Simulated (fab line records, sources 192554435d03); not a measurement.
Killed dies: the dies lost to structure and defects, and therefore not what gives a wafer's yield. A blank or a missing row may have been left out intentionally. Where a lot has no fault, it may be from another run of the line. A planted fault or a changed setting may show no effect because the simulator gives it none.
Split-lot study || flow n5_finfet || 7 lots, 21 wafers read, on a route of 1938 steps

THE SPLIT ITSELF
At N5_BEOL_M10_DEP_56 (deposits SiCN from 3MS/NH3, target thk 15 nm, time 26.5 s), the setting time_s was moved away from the recipe's 26.5 s on 7 of the 21 wafers read, by -12.2% to +13.5%. For the rest of the wafers, this setting stayed at what the recipe calls for.

The reading comes from the split's own step.

THE READING
SiCN_of_BEOL_M10_DEP_56.thk_nm (the simulator's own value, which no gauge read), in nm, at N5_BEOL_M10_DEP_56 (deposits SiCN from 3MS/NH3, target thk 15 nm, time 26.5 s). No usual value for it is given in the file. The 14 wafers here that ran the recipe average 15.0 nm, standard deviation 0.17 nm.

{"wafer": "L081.1", "tool, chamber at the split": "pecvd-04, 1", "time_s as run, s": 26.5, "against the recipe": "recipe", "SiCN_of_BEOL_M10_DEP_56.thk_nm, nm": 14.8, "against lot-mates on the recipe": "-"}
{"wafer": "L081.4", "tool, chamber at the split": "pecvd-04, 2,1", "time_s as run, s": 30.09, "against the recipe": "+13.5%", "SiCN_of_BEOL_M10_DEP_56.thk_nm, nm": 17.2, "against lot-mates on the recipe": "+2.4"}
{"wafer": "L081.5", "tool, chamber at the split": "pecvd-04, 2,1", "time_s as run, s": 30.09, "against the recipe": "+13.5%", "SiCN_of_BEOL_M10_DEP_56.thk_nm, nm": 17.2, "against lot-mates on the recipe": "+2.4"}
{"wafer": "L083.1", "tool, chamber at the split": "pecvd-01, 2,1", "time_s as run, s": 26.5, "against the recipe": "recipe", "SiCN_of_BEOL_M10_DEP_56.thk_nm, nm": 15.2, "against lot-mates on the recipe": "-"}
{"wafer": "L083.4", "tool, chamber at the split": "pecvd-01, 2,1", "time_s as run, s": 26.5, "against the recipe": "recipe", "SiCN_of_BEOL_M10_DEP_56.thk_nm, nm": 15.2, "against lot-mates on the recipe": "-"}
{"wafer": "L083.5", "tool, chamber at the split": "pecvd-01, 0", "time_s as run, s": 26.5, "against the recipe": "recipe", "SiCN_of_BEOL_M10_DEP_56.thk_nm, nm": 15, "against lot-mates on the recipe": "-"}
{"wafer": "L084.1", "tool, chamber at the split": "pecvd-04, 1", "time_s as run, s": 29.02, "against the recipe": "+9.5%", "SiCN_of_BEOL_M10_DEP_56.thk_nm, nm": 16.2, "against lot-mates on the recipe": "+1.4"}
{"wafer": "L084.3", "tool, chamber at the split": "pecvd-04, 0", "time_s as run, s": 26.5, "against the recipe": "recipe", "SiCN_of_BEOL_M10_DEP_56.thk_nm, nm": 14.8, "against lot-mates on the recipe": "-"}
{"wafer": "L084.6", "tool, chamber at the split": "pecvd-04, 0", "time_s as run, s": 29.02, "against the recipe": "+9.5%", "SiCN_of_BEOL_M10_DEP_56.thk_nm, nm": 16.8, "against lot-mates on the recipe": "+2.0"}
{"wafer": "L085.4", "tool, chamber at the split": "pecvd-01, 0,1", "time_s as run, s": 26.5, "against the recipe": "recipe", "SiCN_of_BEOL_M10_DEP_56.thk_nm, nm": 14.8, "against lot-mates on the recipe": "-"}
{"wafer": "L085.6", "tool, chamber at the split": "pecvd-01, 0,1", "time_s as run, s": 26.5, "against the recipe": "recipe", "SiCN_of_BEOL_M10_DEP_56.thk_nm, nm": 14.8, "against lot-mates on the recipe": "-"}
{"wafer": "L085.5", "tool, chamber at the split": "pecvd-01, 2", "time_s as run, s": 26.5, "against the recipe": "recipe", "SiCN_of_BEOL_M10_DEP_56.thk_nm, nm": 15, "against lot-mates on the recipe": "-"}
{"wafer": "L086.2", "tool, chamber at the split": "pecvd-02, 0", "time_s as run, s": 26.5, "against the recipe": "recipe", "SiCN_of_BEOL_M10_DEP_56.thk_nm, nm": 14.8, "against lot-mates on the recipe": "-"}
{"wafer": "L086.4", "tool, chamber at the split": "pecvd-02, 2", "time_s as run, s": 23.27, "against the recipe": "-12.2%", "SiCN_of_BEOL_M10_DEP_56.thk_nm, nm": 13.6, "against lot-mates on the recipe": -1.3}
{"wafer": "L086.6", "tool, chamber at the split": "pecvd-02, 0", "time_s as run, s": 26.5, "against the recipe": "recipe", "SiCN_of_BEOL_M10_DEP_56.thk_nm, nm": 15, "against lot-mates on the recipe": "-"}
{"wafer": "L088.3", "tool, chamber at the split": "pecvd-04, 2", "time_s as run, s": 28.82, "against the recipe": "+8.8%", "SiCN_of_BEOL_M10_DEP_56.thk_nm, nm": 16.2, "against lot-mates on the recipe": "+1.0"}
{"wafer": "L088.4", "tool, chamber at the split": "pecvd-04, 2", "time_s as run, s": 26.5, "against the recipe": "recipe", "SiCN_of_BEOL_M10_DEP_56.thk_nm, nm": 15.2, "against lot-mates on the recipe": "-"}
{"wafer": "L088.5", "tool, chamber at the split": "pecvd-04, 0", "time_s as run, s": 28.82, "against the recipe": "+8.8%", "SiCN_of_BEOL_M10_DEP_56.thk_nm, nm": 16.4, "against lot-mates on the recipe": "+1.2"}
{"wafer": "L095.3", "tool, chamber at the split": "pecvd-01, 1,0", "time_s as run, s": 26.5, "against the recipe": "recipe", "SiCN_of_BEOL_M10_DEP_56.thk_nm, nm": 14.8, "against lot-mates on the recipe": "-"}
{"wafer": "L095.6", "tool, chamber at the split": "pecvd-01, 1,0", "time_s as run, s": 26.5, "against the recipe": "recipe", "SiCN_of_BEOL_M10_DEP_56.thk_nm, nm": 14.8, "against lot-mates on the recipe": "-"}
{"wafer": "L095.4", "tool, chamber at the split": "pecvd-01, 2", "time_s as run, s": 26.5, "against the recipe": "recipe", "SiCN_of_BEOL_M10_DEP_56.thk_nm, nm": 15.2, "against lot-mates on the recipe": "-"}
Rows listing several chambers each stand for several wafers; the file does not say which wafer went through which chamber.

THE FIT
A straight line over all 21 wafers: SiCN_of_BEOL_M10_DEP_56.thk_nm changes by +0.15 nm for each +1% of time_s; r = +0.97; the points scatter about the line by 0.22 nm.
The same after taking each lot's own level away (the mean of its wafers on the recipe; 21 wafers): +0.152 nm for each +1%; r = +0.97; scatter 0.24 nm.
The reading moves by 2.1 nm for the largest change in time_s, on that fit.
The span of the lots' own levels, 14.80 to 15.20 nm, comes to 2.3 times the standard deviation stated above.
The two slopes agree, so the slope changes little with the lot-to-lot level.
Check: with one of the wafers moved furthest among these (+13.5%) left out of the fit, the line predicts +2.05 nm for it against its lot-mates. Against them it came out at +2.4 nm.

FILE'S OWN FIT
SiCN_of_BEOL_M10_DEP_56.thk_nm changes by +0.149 nm for each +1% of time_s, r = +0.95.
